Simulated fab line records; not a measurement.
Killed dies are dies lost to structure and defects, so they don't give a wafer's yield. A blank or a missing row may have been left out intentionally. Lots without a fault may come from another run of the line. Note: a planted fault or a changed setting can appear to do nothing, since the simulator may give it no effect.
Chamber matching	flow n5_finfet	3 sister chambers for N5_BEOL_M6_CURE_74 on uv_cure-01
The step cures SiCOH lowk, time 240 s. 3 wafers are shown with their chamber, then 11 later ones without.

== EACH WAFER AND ITS CHAMBER ==
wafer	chamber	wafer_temp_C_max
L077.6	0	386.1
L089.6	2	387.1
L091.1	1	387.4

== WAFERS WITHOUT THEIR CHAMBER ==
wafer	wafer_temp_C_max
L091.3	386.4
L091.5	387.2
L093.3	386.9
L093.5	387.0
L093.6	387.8
L095.1	386.9
L095.2	386.5
L095.4	386.7
L096.1	386.5
L096.5	386.6
L096.6	387.0

== THE CHAMBER EACH PASSED THROUGH ==
wafer	from the rows above	in truth
L091.3	can't be placed: 0 or 2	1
L091.5	can't be placed: 2 or 1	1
L093.3	can't be placed: 2 or 1 or 0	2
L093.5	can't be placed: 2 or 1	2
L093.6	can't be placed: 1 or 2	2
L095.1	can't be placed: 2 or 1 or 0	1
L095.2	can't be placed: 0 or 2 or 1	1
L095.4	can't be placed: 2 or 0 or 1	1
L096.1	can't be placed: 0 or 2 or 1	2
L096.5	can't be placed: 0 or 2 or 1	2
L096.6	can't be placed: 2 or 1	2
Placed correctly: 0 of 11. These rows do not allow placing 11 (true chamber among the candidates in 10). Number placed wrongly: 0.
How it was worked out, from the rows above alone: a wafer's distance from a chamber is the root of the sum, over the readings, of the square of ((its reading less the chamber's mean) divided by the reading's scatter). If the next closest chamber is less than 2 further off than the closest, the wafer can't be placed; otherwise it belongs to the closest. The mean given for a chamber averages the wafers shown for that chamber. The scatter (one wafer shown for each chamber): square how far every hidden wafer sits from the nearest shown wafer, average those squares and take the square root.
